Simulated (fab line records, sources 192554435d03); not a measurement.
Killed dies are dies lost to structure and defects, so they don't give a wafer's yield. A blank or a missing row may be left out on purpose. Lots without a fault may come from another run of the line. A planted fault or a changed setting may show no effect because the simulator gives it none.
Chamber matching | flow n5_finfet | N5_BEOL_M0_SAQP_HM_DEP_111 on pecvd-04: 3 sister chambers
The step deposits SiO2 from SiH4/N2O, target thk 12 nm, time 7.2 s. 3 wafers are shown with their chamber, then 10 later ones without.

WAFERS WITH THEIR CHAMBER
wafer  | chamber | showerhead_plenum_p_Torr (Torr)
L086.1 | 2       | 8.10
L090.1 | 0       | 8.09
L090.2 | 1       | 8.15

WAFERS WITHOUT THEIR CHAMBER
wafer  | showerhead_plenum_p_Torr (Torr)
L090.5 | 8.16
L095.1 | 8.10
L095.3 | 8.09
L095.4 | 8.09
L097.1 | 8.16
L097.3 | 8.08
L097.5 | 8.11
L096.1 | 8.09
L096.3 | 8.16
L096.5 | 8.17

WHICH CHAMBER EACH WENT THROUGH
wafer  | from the rows above     | in truth
L090.5 | 1                       | 1
L095.1 | can't be placed: 2 or 0 | 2
L095.3 | can't be placed: 0 or 2 | 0
L095.4 | can't be placed: 0 or 2 | 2
L097.1 | 1                       | 1
L097.3 | can't be placed: 0 or 2 | 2
L097.5 | can't be placed: 2 or 0 | 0
L096.1 | can't be placed: 0 or 2 | 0
L096.3 | 1                       | 1
L096.5 | 1                       | 1
Placed correctly: 4 of 10. Can't be placed from these rows: 6 (the true chamber is among the candidates in 6). Placed wrongly: 0.
How it was worked out, from the rows above alone: a wafer's distance from a chamber is the root of the sum, over the readings, of the square of ((its reading less the chamber's mean) divided by the reading's scatter). The wafer belongs to the nearest chamber; if the next one is less than 2 further off, it can't be placed. A chamber's mean is the mean of its shown wafers. The scatter: with one shown wafer a chamber, the root of the mean of the squares of how far each hidden wafer lies from its nearest shown one.
